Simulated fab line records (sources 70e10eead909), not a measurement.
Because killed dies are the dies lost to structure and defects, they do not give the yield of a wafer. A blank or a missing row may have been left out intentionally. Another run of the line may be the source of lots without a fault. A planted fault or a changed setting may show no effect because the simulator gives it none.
Which tool did it? / flow nand-harc / 11 lots with 33 wafers sampled at 5 steps, on a route of 1302 steps

== WHAT THE GAUGES SHOWED, per wafer ==
NHARC_END_SORT_01. Usual: killed-at-array 59, standard deviation 24; killed-at-other 0.7, standard deviation 1.2; killed-at-periphery 3.5, standard deviation 2.6; killed-dies 63, standard deviation 24; killed-open 3.2, standard deviation 2.1; killed-short 2.4, standard deviation 1.5.
lot=L205; measured=day 25 06:17; on=prober-01; killed-at-array=78 77 67; killed-at-other=0 1 0; killed-at-periphery=5 4 2; killed-dies=83 82 69; killed-open=4 1 1; killed-short=3 3 2; flag=
lot=L210; measured=day 27 08:57; on=prober-01; killed-at-array=56 51 56; killed-at-other=1 1 0; killed-at-periphery=1 2 0; killed-dies=58 54 56; killed-open=3 2 1; killed-short=2 2 2; flag=
lot=L211; measured=day 28 12:53; on=prober-02; killed-at-array=74 80 82; killed-at-other=0 0 1; killed-at-periphery=4 7 6; killed-dies=78 87 89; killed-open=4 5 3; killed-short=9 3 4; flag=
lot=L214; measured=day 29 10:13; on=prober-02; killed-at-array=674 676 677; killed-at-other=0 0 0; killed-at-periphery=3 1 0; killed-dies=677 677 677; killed-open=5 3 5; killed-short=0 1 3; flag=OFF
lot=L215; measured=day 29 09:26; on=prober-01; killed-at-array=674 675 673; killed-at-other=0 0 0; killed-at-periphery=3 2 4; killed-dies=677 677 677; killed-open=2 1 1; killed-short=3 2 3; flag=OFF
lot=L224; measured=day 33 07:10; on=prober-01; killed-at-array=15 18 23; killed-at-other=0 0 0; killed-at-periphery=4 1 2; killed-dies=19 19 25; killed-open=0 3 3; killed-short=2 0 2; flag=

== WHICH TOOL RAN EACH LOT (tool, then ch and the chambers of the sampled wafers, then the start) ==
lot=L203; NHARC_A_STAIRCASE_TRIM_229=rie-diel-05 ch 1,2, day 16 05:43; NHARC_A_STAIRCASE_STRIP_238=plasma-asher-02 ch 0,1, day 16 06:51; NHARC_A_STAIRCASE_DEP_259=pecvd-02 ch 1,2, day 16 11:49; NHARC_A_STAIRCASE_HM_OPEN_457=rie-diel-01 ch 0,3, day 16 13:10
lot=L205; NHARC_A_STAIRCASE_TRIM_229=rie-diel-13 ch 0,3, day 16 19:51; NHARC_A_STAIRCASE_STRIP_238=plasma-asher-01 ch 0,1, day 16 20:58; NHARC_A_STAIRCASE_DEP_259=pecvd-02 ch 0,2, day 17 08:02; NHARC_A_STAIRCASE_HM_OPEN_457=rie-diel-05 ch 0,1, day 17 09:14
lot=L210; NHARC_A_STAIRCASE_TRIM_229=rie-diel-13 ch 0,2,3, day 18 20:20; NHARC_A_STAIRCASE_STRIP_238=plasma-asher-01 ch 0,1, day 18 21:27; NHARC_A_STAIRCASE_DEP_259=pecvd-04 ch 0,2, day 19 01:47; NHARC_A_STAIRCASE_HM_OPEN_457=rie-diel-05 ch 0,1,2, day 19 02:51
lot=L211; NHARC_A_STAIRCASE_TRIM_229=rie-diel-05 ch 0,2,3, day 19 23:25; NHARC_A_STAIRCASE_STRIP_238=plasma-asher-02 ch 0,1, day 20 00:41; NHARC_A_STAIRCASE_DEP_259=pecvd-04 ch 1,2, day 20 08:23; NHARC_A_STAIRCASE_HM_OPEN_457=rie-diel-13 ch 0,2,3, day 20 09:32
lot=L214; NHARC_A_STAIRCASE_TRIM_229=rie-diel-01 ch 1,2, day 20 18:22; NHARC_A_STAIRCASE_STRIP_238=plasma-asher-02 ch 0,1, day 20 19:34; NHARC_A_STAIRCASE_DEP_259=pecvd-04 ch 2, day 21 03:25; NHARC_A_STAIRCASE_HM_OPEN_457=rie-diel-01 ch 1,2,3, day 21 04:45
lot=L215; NHARC_A_STAIRCASE_TRIM_229=rie-diel-13 ch 1,3, day 20 18:53; NHARC_A_STAIRCASE_STRIP_238=plasma-asher-01 ch 0,1, day 20 19:58; NHARC_A_STAIRCASE_DEP_259=pecvd-02 ch 0,1, day 21 04:55; NHARC_A_STAIRCASE_HM_OPEN_457=rie-diel-13 ch 0,2, day 21 06:22
lot=L223; NHARC_A_STAIRCASE_TRIM_229=rie-diel-01 ch 0,1,3, day 24 15:01; NHARC_A_STAIRCASE_STRIP_238=plasma-asher-01 ch 0, day 24 16:04; NHARC_A_STAIRCASE_DEP_259=pecvd-04 ch 1,2, day 24 21:14; NHARC_A_STAIRCASE_HM_OPEN_457=rie-diel-13 ch 1,2,3, day 24 22:25
lot=L224; NHARC_A_STAIRCASE_TRIM_229=rie-diel-01 ch 0,3, day 24 16:32; NHARC_A_STAIRCASE_STRIP_238=plasma-asher-01 ch 0,1, day 24 18:17; NHARC_A_STAIRCASE_DEP_259=pecvd-03 ch 0,2, day 24 22:30; NHARC_A_STAIRCASE_HM_OPEN_457=rie-diel-01 ch 0,1,2, day 24 23:35
lot=L222; NHARC_A_STAIRCASE_TRIM_229=rie-diel-01 ch 1,3, day 24 19:31; NHARC_A_STAIRCASE_STRIP_238=plasma-asher-02 ch 0,1, day 24 20:36; NHARC_A_STAIRCASE_DEP_259=pecvd-04 ch 1,2, day 25 00:53; NHARC_A_STAIRCASE_HM_OPEN_457=rie-diel-01 ch 1,2, day 25 02:04
lot=L225; NHARC_A_STAIRCASE_TRIM_229=rie-diel-13 ch 0,2,3, day 25 10:19; NHARC_A_STAIRCASE_STRIP_238=plasma-asher-01 ch 0,1, day 25 11:45; NHARC_A_STAIRCASE_DEP_259=pecvd-03 ch 1,2, day 25 17:26; NHARC_A_STAIRCASE_HM_OPEN_457=rie-diel-13 ch 1,2,3, day 25 18:30
lot=L226; NHARC_A_STAIRCASE_TRIM_229=rie-diel-05 ch 1,2,3, day 26 02:29; NHARC_A_STAIRCASE_STRIP_238=plasma-asher-01 ch 0,1, day 26 03:33; NHARC_A_STAIRCASE_DEP_259=pecvd-04 ch 0,2, day 26 07:54; NHARC_A_STAIRCASE_HM_OPEN_457=rie-diel-05 ch 1,2, day 26 08:58
- NHARC_A_STAIRCASE_TRIM_229: chemistry O2, time 211.2 s.
- NHARC_A_STAIRCASE_STRIP_238: strips in O2.
- NHARC_A_STAIRCASE_DEP_259: deposits SiON, target thk 30 nm.
- NHARC_A_STAIRCASE_HM_OPEN_457: chemistry O2/COS.

== WHAT THE TOOLS THEMSELVES READ (means of the sampled wafers that have a number; where no wafer has one, the mark that the record gives instead) ==
NHARC_A_STAIRCASE_TRIM_229. Usual: chamber-pressure-mTorr 60.00 mTorr, standard deviation 0.058; drypump-motor-current-A 5.6 A, standard deviation 0.43; oes-product-au 1.002 a.u., standard deviation 0.0091; rf-vpp-V 57.8 V, standard deviation 0.91; showerhead-plenum-p-Torr 3.54 Torr, standard deviation 0.16; throttle-valve-pct 17.036 %, standard deviation 0.0088.
lot=L203; tool=rie-diel-05; chamber-pressure-mTorr (mTorr)=60.02; drypump-motor-current-A (A)=6.1; oes-product-au (a.u.)=0.998; rf-vpp-V (V)=58.3; showerhead-plenum-p-Torr (Torr)=3.33; throttle-valve-pct (%)=17.039; flag=
lot=L205; tool=rie-diel-13; chamber-pressure-mTorr (mTorr)=60.01; drypump-motor-current-A (A)=5.6; oes-product-au (a.u.)=0.994; rf-vpp-V (V)=57.9; showerhead-plenum-p-Torr (Torr)=3.42; throttle-valve-pct (%)=17.035; flag=
lot=L210; tool=rie-diel-13; chamber-pressure-mTorr (mTorr)=59.98; drypump-motor-current-A (A)=5.5; oes-product-au (a.u.)=1.001; rf-vpp-V (V)=57.9; showerhead-plenum-p-Torr (Torr)=3.42; throttle-valve-pct (%)=17.040; flag=
lot=L211; tool=rie-diel-05; chamber-pressure-mTorr (mTorr)=60.06; drypump-motor-current-A (A)=5.7; oes-product-au (a.u.)=1.001; rf-vpp-V (V)=58.8; showerhead-plenum-p-Torr (Torr)=3.56; throttle-valve-pct (%)=17.033; flag=
lot=L214; tool=rie-diel-01; chamber-pressure-mTorr (mTorr)=60.03; drypump-motor-current-A (A)=6.1; oes-product-au (a.u.)=1.012; rf-vpp-V (V)=57.9; showerhead-plenum-p-Torr (Torr)=3.73; throttle-valve-pct (%)=17.039; flag=
lot=L215; tool=rie-diel-13; chamber-pressure-mTorr (mTorr)=60.00; drypump-motor-current-A (A)=5.6; oes-product-au (a.u.)=0.990; rf-vpp-V (V)=58.7; showerhead-plenum-p-Torr (Torr)=3.43; throttle-valve-pct (%)=17.038; flag=
lot=L223; tool=rie-diel-01; chamber-pressure-mTorr (mTorr)=60.01; drypump-motor-current-A (A)=5.6; oes-product-au (a.u.)=1.003; rf-vpp-V (V)=57.5; showerhead-plenum-p-Torr (Torr)=3.57; throttle-valve-pct (%)=17.044; flag=
lot=L224; tool=rie-diel-01; chamber-pressure-mTorr (mTorr)=59.99; drypump-motor-current-A (A)=5.3; oes-product-au (a.u.)=0.997; rf-vpp-V (V)=57.7; showerhead-plenum-p-Torr (Torr)=3.50; throttle-valve-pct (%)=17.047; flag=
lot=L222; tool=rie-diel-01; chamber-pressure-mTorr (mTorr)=59.99; drypump-motor-current-A (A)=5.8; oes-product-au (a.u.)=1.000; rf-vpp-V (V)=57.7; showerhead-plenum-p-Torr (Torr)=3.63; throttle-valve-pct (%)=17.041; flag=
lot=L225; tool=rie-diel-13; chamber-pressure-mTorr (mTorr)=59.98; drypump-motor-current-A (A)=5.6; oes-product-au (a.u.)=1.004; rf-vpp-V (V)=58.1; showerhead-plenum-p-Torr (Torr)=3.39; throttle-valve-pct (%)=17.030; flag=
lot=L226; tool=rie-diel-05; chamber-pressure-mTorr (mTorr)=60.01; drypump-motor-current-A (A)=5.7; oes-product-au (a.u.)=0.991; rf-vpp-V (V)=57.5; showerhead-plenum-p-Torr (Torr)=3.58; throttle-valve-pct (%)=17.031; flag=

NHARC_A_STAIRCASE_STRIP_238. Usual: drypump-motor-current-A 5.9 A, standard deviation 0.46; heater-power-w 342 W, standard deviation 21.
lot=L203; tool=plasma-asher-02; drypump-motor-current-A (A)=6.1; heater-power-w (W)=326; flag=
lot=L205; tool=plasma-asher-01; drypump-motor-current-A (A)=5.7; heater-power-w (W)=356; flag=
lot=L210; tool=plasma-asher-01; drypump-motor-current-A (A)=5.6; heater-power-w (W)=350; flag=
lot=L211; tool=plasma-asher-02; drypump-motor-current-A (A)=6.0; heater-power-w (W)=320; flag=
lot=L214; tool=plasma-asher-02; drypump-motor-current-A (A)=6.1; heater-power-w (W)=337; flag=
lot=L215; tool=plasma-asher-01; drypump-motor-current-A (A)=6.0; heater-power-w (W)=352; flag=
lot=L223; tool=plasma-asher-01; drypump-motor-current-A (A)=6.4; heater-power-w (W)=341; flag=
lot=L224; tool=plasma-asher-01; drypump-motor-current-A (A)=5.6; heater-power-w (W)=355; flag=
lot=L222; tool=plasma-asher-02; drypump-motor-current-A (A)=6.0; heater-power-w (W)=321; flag=
lot=L225; tool=plasma-asher-01; drypump-motor-current-A (A)=5.6; heater-power-w (W)=360; flag=
lot=L226; tool=plasma-asher-01; drypump-motor-current-A (A)=5.7; heater-power-w (W)=357; flag=

NHARC_A_STAIRCASE_DEP_259. Usual: heater-power-w 811 W, standard deviation 99; susceptor-temp-C 399.97 C, standard deviation 0.23.
lot=L203; tool=pecvd-02; heater-power-w (W)=907; susceptor-temp-C (C)=399.87; flag=
lot=L205; tool=pecvd-02; heater-power-w (W)=894; susceptor-temp-C (C)=399.92; flag=
lot=L210; tool=pecvd-04; heater-power-w (W)=808; susceptor-temp-C (C)=400.06; flag=
lot=L211; tool=pecvd-04; heater-power-w (W)=841; susceptor-temp-C (C)=400.05; flag=
lot=L214; tool=pecvd-04; heater-power-w (W)=880; susceptor-temp-C (C)=399.70; flag=
lot=L215; tool=pecvd-02; heater-power-w (W)=880; susceptor-temp-C (C)=399.79; flag=
lot=L223; tool=pecvd-04; heater-power-w (W)=823; susceptor-temp-C (C)=399.71; flag=
lot=L224; tool=pecvd-03; heater-power-w (W)=642; susceptor-temp-C (C)=400.05; flag=
lot=L222; tool=pecvd-04; heater-power-w (W)=852; susceptor-temp-C (C)=399.91; flag=
lot=L225; tool=pecvd-03; heater-power-w (W)=724; susceptor-temp-C (C)=399.94; flag=
lot=L226; tool=pecvd-04; heater-power-w (W)=748; susceptor-temp-C (C)=399.90; flag=

NHARC_A_STAIRCASE_HM_OPEN_457. Usual: bias-w 300.0 W, standard deviation 0.97; chamber-pressure-mTorr 20.002 mTorr, standard deviation 0.018; cos-flow-sccm 20.00 sccm, standard deviation 0.064; drypump-motor-current-A 5.6 A, standard deviation 0.4; oes-product-au 1.002 a.u., standard deviation 0.0085; rf-vpp-V 467 V, standard deviation 3.2; showerhead-plenum-p-Torr 3.12 Torr, standard deviation 0.15; throttle-valve-pct 28.330 %, standard deviation 0.009.
lot=L203; tool=rie-diel-01; bias-w (W)=300.5; chamber-pressure-mTorr (mTorr)=20.006; cos-flow-sccm (sccm)=20.01; drypump-motor-current-A (A)=5.3; oes-product-au (a.u.)=0.994; rf-vpp-V (V)=468; showerhead-plenum-p-Torr (Torr)=3.12; throttle-valve-pct (%)=28.334; flag=
lot=L205; tool=rie-diel-05; bias-w (W)=299.9; chamber-pressure-mTorr (mTorr)=19.987; cos-flow-sccm (sccm)=20.00; drypump-motor-current-A (A)=5.4; oes-product-au (a.u.)=1.002; rf-vpp-V (V)=467; showerhead-plenum-p-Torr (Torr)=3.10; throttle-valve-pct (%)=28.327; flag=
lot=L210; tool=rie-diel-05; bias-w (W)=300.4; chamber-pressure-mTorr (mTorr)=19.988; cos-flow-sccm (sccm)=19.95; drypump-motor-current-A (A)=5.8; oes-product-au (a.u.)=1.009; rf-vpp-V (V)=466; showerhead-plenum-p-Torr (Torr)=3.07; throttle-valve-pct (%)=28.327; flag=
lot=L211; tool=rie-diel-13; bias-w (W)=300.4; chamber-pressure-mTorr (mTorr)=20.002; cos-flow-sccm (sccm)=19.98; drypump-motor-current-A (A)=5.5; oes-product-au (a.u.)=0.991; rf-vpp-V (V)=465; showerhead-plenum-p-Torr (Torr)=3.02; throttle-valve-pct (%)=28.342; flag=
lot=L214; tool=rie-diel-01; bias-w (W)=-; chamber-pressure-mTorr (mTorr)=-; cos-flow-sccm (sccm)=-; drypump-motor-current-A (A)=-; oes-product-au (a.u.)=-; rf-vpp-V (V)=-; showerhead-plenum-p-Torr (Torr)=-; throttle-valve-pct (%)=-; flag=OFF
lot=L215; tool=rie-diel-13; bias-w (W)=-; chamber-pressure-mTorr (mTorr)=-; cos-flow-sccm (sccm)=-; drypump-motor-current-A (A)=-; oes-product-au (a.u.)=-; rf-vpp-V (V)=-; showerhead-plenum-p-Torr (Torr)=-; throttle-valve-pct (%)=-; flag=OFF
lot=L223; tool=rie-diel-13; bias-w (W)=300.2; chamber-pressure-mTorr (mTorr)=20.002; cos-flow-sccm (sccm)=20.04; drypump-motor-current-A (A)=5.6; oes-product-au (a.u.)=1.005; rf-vpp-V (V)=465; showerhead-plenum-p-Torr (Torr)=3.03; throttle-valve-pct (%)=28.333; flag=
lot=L224; tool=rie-diel-01; bias-w (W)=300.3; chamber-pressure-mTorr (mTorr)=19.983; cos-flow-sccm (sccm)=19.98; drypump-motor-current-A (A)=5.8; oes-product-au (a.u.)=1.006; rf-vpp-V (V)=469; showerhead-plenum-p-Torr (Torr)=3.23; throttle-valve-pct (%)=28.323; flag=
lot=L222; tool=rie-diel-01; bias-w (W)=300.0; chamber-pressure-mTorr (mTorr)=19.993; cos-flow-sccm (sccm)=19.92; drypump-motor-current-A (A)=6.1; oes-product-au (a.u.)=0.997; rf-vpp-V (V)=471; showerhead-plenum-p-Torr (Torr)=3.29; throttle-valve-pct (%)=28.337; flag=
lot=L225; tool=rie-diel-13; bias-w (W)=300.2; chamber-pressure-mTorr (mTorr)=19.991; cos-flow-sccm (sccm)=19.99; drypump-motor-current-A (A)=5.6; oes-product-au (a.u.)=1.004; rf-vpp-V (V)=466; showerhead-plenum-p-Torr (Torr)=3.02; throttle-valve-pct (%)=28.331; flag=
lot=L226; tool=rie-diel-05; bias-w (W)=299.3; chamber-pressure-mTorr (mTorr)=20.016; cos-flow-sccm (sccm)=20.00; drypump-motor-current-A (A)=5.7; oes-product-au (a.u.)=1.000; rf-vpp-V (V)=467; showerhead-plenum-p-Torr (Torr)=3.09; throttle-valve-pct (%)=28.327; flag=

== THE ANSWER, worked out from the rows above alone ==
Rule: lot off if the mean of its wafers having a number is beyond 3 standard deviations from the usual mean. Also off: a lot with no number at a reading for which 4 or more lots have one. Where the step has rows for the other lots, those lots are counted as sound. After the gauges, taken in route order, come the tools' own readings; for these a lot's mean is taken, as printed above. The first step at which some lot is off is used, and at that step the reading that is off furthest; a lot without a number counts as furthest.
Off: L214, L215, at NHARC_END_SORT_01 (killed-at-array). Neither off nor sound, because the step has no rows for them: L203, L223, L222, L225, L226.
If a tool, at a process step before that reading, ran all the lots that are off and no sound lot after the first of them, it fits. The gauges at NHARC_END_SORT_01 aren't tried: what is off there is off at NHARC_A_STAIRCASE_HM_OPEN_457 too, on other tools, and a gauge's error can't cause that. Of those tried, none fits.

== WHAT WAS PUT IN BY THE SIMULATOR ==
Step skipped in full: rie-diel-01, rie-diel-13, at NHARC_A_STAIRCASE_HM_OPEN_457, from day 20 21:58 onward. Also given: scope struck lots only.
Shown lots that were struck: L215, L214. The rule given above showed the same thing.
